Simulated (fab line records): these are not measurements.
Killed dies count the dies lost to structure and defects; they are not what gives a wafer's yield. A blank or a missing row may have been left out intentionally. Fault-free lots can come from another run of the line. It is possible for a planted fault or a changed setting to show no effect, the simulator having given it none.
Matching of chambers | flow nand harc | NHARC_P_M2_ETCH_35 on rie diel-10: 4 sister chambers
The step etches the open film in N2/H2, target depth 40 nm, overetch 12 nm, time 43.94 s. 4 wafers are shown with their chamber, then 12 later ones without.

WAFERS, EACH WITH ITS CHAMBER
wafer  | chamber | drypump motor current A (A)
L084.4 | 3       | 5.69
L086.6 | 2       | 5.17
L089.3 | 0       | 5.88
L089.6 | 1       | 5.94

WAFERS WHOSE CHAMBER IS MISSING
wafer  | drypump motor current A (A)
L088.1 | 5.18
L088.4 | 5.71
L088.6 | 5.70
L094.1 | 5.19
L094.4 | 5.82
L094.5 | 5.97
L096.2 | 5.70
L096.3 | 5.99
L096.4 | 5.13
L097.1 | 5.19
L097.2 | 5.83
L097.4 | 5.70

WHICH CHAMBER EACH ONE RAN IN
wafer  | from the rows above     | in truth
L088.1 | 2                       | 2
L088.4 | 3                       | 3
L088.6 | 3                       | 3
L094.1 | 2                       | 2
L094.4 | can't be placed: 0 or 1 | 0
L094.5 | can't be placed: 1 or 0 | 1
L096.2 | 3                       | 3
L096.3 | can't be placed: 1 or 0 | 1
L096.4 | 2                       | 2
L097.1 | 2                       | 2
L097.2 | can't be placed: 0 or 1 | 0
L097.4 | 3                       | 3
8 of 12 placed correctly. Can't be placed from these rows: 4 (the true chamber is among the candidates in 4). 0 placed wrongly.
How it was worked out, from the rows above alone: a wafer's distance from a chamber is the root of the sum, over the readings, of the square of ((its reading less the chamber's mean) divided by the reading's scatter). The wafer belongs to the nearest chamber; if the next one is less than 2 further off, it can't be placed. The mean given for a chamber averages the wafers shown for that chamber. The scatter: with one shown wafer a chamber, the root of the mean of the squares of how far each hidden wafer lies from its nearest shown one.
